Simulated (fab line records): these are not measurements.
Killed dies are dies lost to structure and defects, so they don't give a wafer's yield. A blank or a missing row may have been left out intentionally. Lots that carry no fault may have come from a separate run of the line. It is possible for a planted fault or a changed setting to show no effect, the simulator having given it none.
Lot-split experiment ; flow n5 finfet ; 21 wafers read across 7 lots, on a route 1938 steps long

## THE SPLIT ITSELF
At N5_BEOL_M7_ETCH_41 (etches SiCN in CH3F/O2, target depth 31.9 nm, time 57.8 s), the setting source w was moved away from the recipe's 395 W on 6 of the 21 wafers read, by -15.2% to +11.6%. All remaining wafers had this setting at the recipe value.

Reading taken at the split's own step.

## THE READING
rf vpp V, in V, at N5_BEOL_M7_ETCH_41 (etches SiCN in CH3F/O2, target depth 31.9 nm, time 57.8 s). A value of 297.6 V with a standard deviation of 1.6 V is what fault-free wafers of this fab line usually give.

wafer;tool, chamber at the split;source w as run, W;against the recipe;rf vpp V, V;against lot-mates on the recipe
L074.1;rie diel-02, 2;334.8;-15.2%;313.7;+17.5
L074.5;rie diel-02, 2;395;recipe;296.2;-
L074.6;rie diel-02, 3;334.8;-15.2%;315.8;+19.6
L076.4;rie diel-06, 2;395;recipe;297.6;-
L076.5;rie diel-06, 0;395;recipe;298.5;-
L076.6;rie diel-06, 3;395;recipe;296.5;-
L081.3;rie diel-06, 1;395;recipe;295.1;-
L081.5;rie diel-06, 1;395;recipe;293.8;-
L081.6;rie diel-06, 0;395;recipe;298.2;-
L086.1;rie diel-06, 0;395;recipe;298.5;-
L086.3;rie diel-06, 2;395;recipe;297.8;-
L086.6;rie diel-06, 2;395;recipe;296.6;-
L089.1;rie diel-02, 3;395;recipe;296.8;-
L089.2;rie diel-02, 2;395;recipe;297.6;-
L089.4;rie diel-02, 1;395;recipe;298.0;-
L090.1;rie diel-06, 1;440.9;+11.6%;285.6;-11.3
L090.3;rie diel-06, 2;440.9;+11.6%;286.3;-10.6
L090.5;rie diel-06, 3;395;recipe;296.9;-
L091.2;rie diel-05, 0;366.9;-7.1%;303.0;+7.6
L091.4;rie diel-05, 1;366.9;-7.1%;306.5;+11.1
L091.5;rie diel-05, 2;395;recipe;295.4;-

FIT RESULTS
A straight line over all 21 wafers: rf vpp V changes by -1.08 V for each +1% of source w; r = -0.98; the points scatter about the line by 1.5 V.
The same after taking each lot's own level away (the mean of its wafers on the recipe; 21 wafers): -1.13 V for each +1%; r = -0.98; scatter 1.4 V.
That fit puts the effect of the largest move of source w on the reading at 17 V.
The lots' own levels span 295.40 to 297.63 V, that is 1.4 times the standard deviation above.
The two slopes are in agreement: the lot-to-lot level therefore moves the slope only a little.
Check: for one of the wafers moved furthest among these (-15.2%), held out of the fit, the line's prediction against its lot-mates is +17.7 V. Against them it came out at +17.5 V.
Tool readings at the split's step, against how far the setting was moved: rf vpp V r = -0.98.

## FURTHER SPLITS ON THESE WAFERS
Before the reading, these wafers also passed through other splits. Each is held against what the fit with the lots' levels taken away leaves over:
other split on the same wafers;wafers away from the commonest value;r with rf vpp V (lot level and that fit taken away)
N5_BEOL_M5_ETCH_41 source w;9;+0.08
N5_BEOL_M6_HM_DEP_02 target thk a;6;-0.29
N5_BEOL_M6_COAT_59 spin rpm;4;-0.24
N5_BEOL_M6_ETCH_66 source w;5;+0.14
N5_BEOL_M6_TRENCH_ETCH_37 bias w;7;-0.47
N5_BEOL_M7_VIA_ETCH_34 source w;7;+0.32

## THE FILE'S OWN FIT
rf vpp V changes by -1.14 V for each +1% of source w, r = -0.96.
